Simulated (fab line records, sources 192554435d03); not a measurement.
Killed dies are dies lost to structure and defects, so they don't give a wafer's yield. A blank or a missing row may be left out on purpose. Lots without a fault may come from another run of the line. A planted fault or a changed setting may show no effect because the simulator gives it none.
Problem report in the 8D (eight disciplines) form, filled by code | flow n5_finfet | the parts of the form that need people (team, actions taken, sign-off) are left out

1. THE PROBLEM
M5_OVL at N5_BEOL_M5_OVL_MEAS_12 reads a mean of 6.6 nm on 9 wafers of 3 lots; wafers without a fault read 0.0 nm with a standard deviation of 0.61. That is +11 standard deviations from the usual mean.
First seen on wafer L539.2, day 10 21:14, on overlay-02. The record holds 30 wafers of 10 lots with a number at this step. Rule for "out", or "out of limits": more than 4 standard deviations from the usual mean. The other wafers with a number count as sound.

2. WHAT IT IS AND WHAT IT IS NOT
question                    | is                     | is not
which readings at this step | M5_OVL                 | -
which lots                  | L539, L541, L543       | L529, L530, L532, L533, L538, L542, L545
which wafers of those lots  | all that have a number | -
read on which gauges        | overlay-01, overlay-02 | -
when                        | from day 10 21:14      | up to then (15 sound wafers); but 6 sound wafers of L542, L545 came after

3. SUSPECTS, AND WHAT RULES EACH OUT
Counting: a tool at a process step up to the reading stays a suspect if it ran every lot that is out and no sound lot after the first of them.
- the gauge at N5_BEOL_M5_OVL_MEAS_12: ruled out. The wafers that are out were read on 2 gauges (overlay-01, overlay-02).
- euv_scanner-02 at N5_BEOL_M5_EXPOSE_08 (exposes mask M5, target cd 28 nm): kept. It ran every lot that is out, first L539 (day 10 21:04), and no sound lot after that; its last sound lot up to then is L538 (day 10 01:44).
Left after counting: euv_scanner-02 at N5_BEOL_M5_EXPOSE_08.

4. THE CAUSE (what the simulator had put in)
Scanner matching overlay: euv_scanner-02, from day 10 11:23 on, at N5_BEOL_M5_EXPOSE_08. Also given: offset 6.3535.
Counting left only this tool.

5. THE CHAIN OF EFFECTS, in route order
Each row: a reading whose mean over the struck wafers that have a number lies more than 3 standard deviations from the usual. Only readings for which the record gives a usual standard deviation are gone through. hours: the time from each lot's start at the first step in this table that gives one to its start at this step, as a median over the lots. sigmas: the change in usual standard deviations.
hours | step                   | reading | usual  | on struck wafers | change | sigmas
0     | N5_BEOL_M5_OVL_MEAS_12 | M5_OVL  | 0.0 nm | 6.6              | +6.6   | +11

6. WHAT WOULD HAVE CAUGHT IT SOONER
In this record the first reading out of limits at a measuring or inspecting step was taken at day 10 21:14, 10 hours after the fault began at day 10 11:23.
Of the tool readings at N5_BEOL_M5_EXPOSE_08 for which the record gives a usual standard deviation, none was out on any struck wafer, so an alarm limit of 4 standard deviations on them would not have fired.
Of the lots that are out (3), L541, L543 began N5_BEOL_M5_EXPOSE_08 on euv_scanner-02 after day 10 21:14. A hold on the tool at that time would have spared those 2.
